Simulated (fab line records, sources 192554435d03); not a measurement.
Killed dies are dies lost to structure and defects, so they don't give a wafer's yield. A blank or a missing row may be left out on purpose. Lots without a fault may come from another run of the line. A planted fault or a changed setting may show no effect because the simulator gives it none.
Split-lot experiment | flow n5_finfet | 7 lots, 21 wafers read, on a route of 1938 steps

THE SPLIT
At N5_SD_EPI_N_ETCH_45 (etches SiOCN in CH3F/O2, target depth 6 nm), the setting target_depth_a was moved away from the recipe's 60 angstrom on 4 of the 21 wafers read, by -9.0% to +4.9%. The other wafers ran this setting at the recipe's value.

The reading is taken at the split's own step.

THE READING
etch.depth_nm (the simulator's own value, which no gauge read), in nm, at N5_SD_EPI_N_ETCH_45 (etches SiOCN in CH3F/O2, target depth 6 nm). The file gives no usual value for it. The 17 wafers here that ran the recipe average 6.010 nm, standard deviation 0.071 nm.

wafer  | tool, chamber at the split | target_depth_a as run, angstrom | against the recipe | etch.depth_nm, nm | against lot-mates on the recipe
L075.2 | rie_diel-06, 2             | 60                              | recipe             | 5.968             | -
L075.5 | rie_diel-06, 1             | 60                              | recipe             | 5.901             | -
L075.6 | rie_diel-06, 2             | 60                              | recipe             | 5.953             | -
L076.2 | rie_diel-04, 3             | 60                              | recipe             | 6.118             | -
L076.4 | rie_diel-04, 3             | 60                              | recipe             | 6.03              | -
L076.6 | rie_diel-04, 0             | 60                              | recipe             | 6.047             | -
L084.3 | rie_diel-06, 3             | 54.6                            | -9.0%              | 5.394             | -0.525
L084.4 | rie_diel-06, 1             | 60                              | recipe             | 5.919             | -
L084.5 | rie_diel-06, 0             | 54.6                            | -9.0%              | 5.481             | -0.438
L088.3 | rie_diel-01, 1             | 60                              | recipe             | 6.163             | -
L088.4 | rie_diel-01, 3             | 60                              | recipe             | 6.036             | -
L088.5 | rie_diel-01, 2             | 62.95                           | +4.9%              | 6.325             | +0.226
L091.3 | rie_diel-01, 3             | 60                              | recipe             | 5.926             | -
L091.5 | rie_diel-01, 2             | 60                              | recipe             | 5.99              | -
L091.6 | rie_diel-01, 3             | 60                              | recipe             | 6.001             | -
L093.2 | rie_diel-01, 0             | 58.03                           | -3.3%              | 5.971             | -0.062
L093.3 | rie_diel-01, 1             | 60                              | recipe             | 6.072             | -
L093.4 | rie_diel-01, 2             | 60                              | recipe             | 5.995             | -
L095.2 | rie_diel-04, 3             | 60                              | recipe             | 6.06              | -
L095.3 | rie_diel-04, 1             | 60                              | recipe             | 5.929             | -
L095.5 | rie_diel-04, 3             | 60                              | recipe             | 6.063             | -

THE FIT
A straight line over all 21 wafers: etch.depth_nm changes by +0.0614 nm for each +1% of target_depth_a; r = +0.93; the points scatter about the line by 0.078 nm.
The same after taking each lot's own level away (the mean of its wafers on the recipe; 21 wafers): +0.0508 nm for each +1%; r = +0.95; scatter 0.051 nm.
On that fit, the largest move of target_depth_a shifts the reading by 0.46 nm.
The lots' own levels span 5.9190 to 6.0995 nm, that is 2.5 times the standard deviation above.
So the lot-to-lot level changes the slope: the two fits differ.
Check: with one of the wafers moved furthest among these (-9.0%) left out of the fit, the line predicts -0.407 nm for it against its lot-mates. It came out at -0.525 nm against them.

OTHER SPLITS ON THESE WAFERS
These wafers also went through other splits before the reading. Each is held against what the fit with the lots' levels taken away leaves over:
other split on the same wafers  | wafers away from the commonest value | r with etch.depth_nm (lot level and that fit taken away)
N5_DUMMY_GATE_EXPOSE_12 dose_mj | 9                                    | +0.14

THE FILE'S OWN FIT
etch.depth_nm changes by +0.0487 nm for each +1% of target_depth_a, r = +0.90.
